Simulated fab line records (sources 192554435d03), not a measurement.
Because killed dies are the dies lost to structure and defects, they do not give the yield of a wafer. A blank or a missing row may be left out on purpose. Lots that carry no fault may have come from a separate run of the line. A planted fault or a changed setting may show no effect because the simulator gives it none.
Matching of chambers :: flow n5Finfet :: 3 sister chambers for N5_BEOL_M8_ILD_DEP_00 on pecvd-01
The step deposits SiCOH lowk from DEMS/porogen, target thk 179.75 nm, time 33.4 s. 3 wafers are shown with their chamber, then 10 later ones without.

## WAFERS WITH THEIR CHAMBER
wafer: L089.5
chamber: 2
throttleValvePct (%): 12.6

wafer: L090.1
chamber: 1
throttleValvePct (%): 13.8

wafer: L090.2
chamber: 0
throttleValvePct (%): 13.6

## WAFERS WITHOUT THEIR CHAMBER
wafer: L090.5
throttleValvePct (%): 13.9

wafer: L091.2
throttleValvePct (%): 13.8

wafer: L091.3
throttleValvePct (%): 12.6

wafer: L091.6
throttleValvePct (%): 13.4

wafer: L093.1
throttleValvePct (%): 12.5

wafer: L093.3
throttleValvePct (%): 14.0

wafer: L093.6
throttleValvePct (%): 13.5

wafer: L095.1
throttleValvePct (%): 13.7

wafer: L095.3
throttleValvePct (%): 13.8

wafer: L095.4
throttleValvePct (%): 13.5

## EACH ONE'S CHAMBER
wafer: L090.5
from the rows above: can't be placed: 1 or 0
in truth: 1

wafer: L091.2
from the rows above: can't be placed: 1 or 0
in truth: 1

wafer: L091.3
from the rows above: 2
in truth: 2

wafer: L091.6
from the rows above: can't be placed: 0 or 1
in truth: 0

wafer: L093.1
from the rows above: 2
in truth: 2

wafer: L093.3
from the rows above: can't be placed: 1 or 0
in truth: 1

wafer: L093.6
from the rows above: can't be placed: 0 or 1
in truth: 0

wafer: L095.1
from the rows above: can't be placed: 0 or 1
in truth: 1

wafer: L095.3
from the rows above: can't be placed: 1 or 0
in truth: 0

wafer: L095.4
from the rows above: can't be placed: 0 or 1
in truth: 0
Placed correctly: 2 of 10. These rows do not allow placing 8 (true chamber among the candidates in 8). Placed wrongly: 0.
How it was worked out, from the rows above alone: a wafer's distance from a chamber is the root of the sum, over the readings, of the square of ((its reading less the chamber's mean) divided by the reading's scatter). The wafer belongs to the nearest chamber; if the next one is less than 2 further off, it can't be placed. The mean given for a chamber averages the wafers shown for that chamber. The scatter (one wafer shown for each chamber): square how far every hidden wafer sits from the nearest shown wafer, average those squares and take the square root.
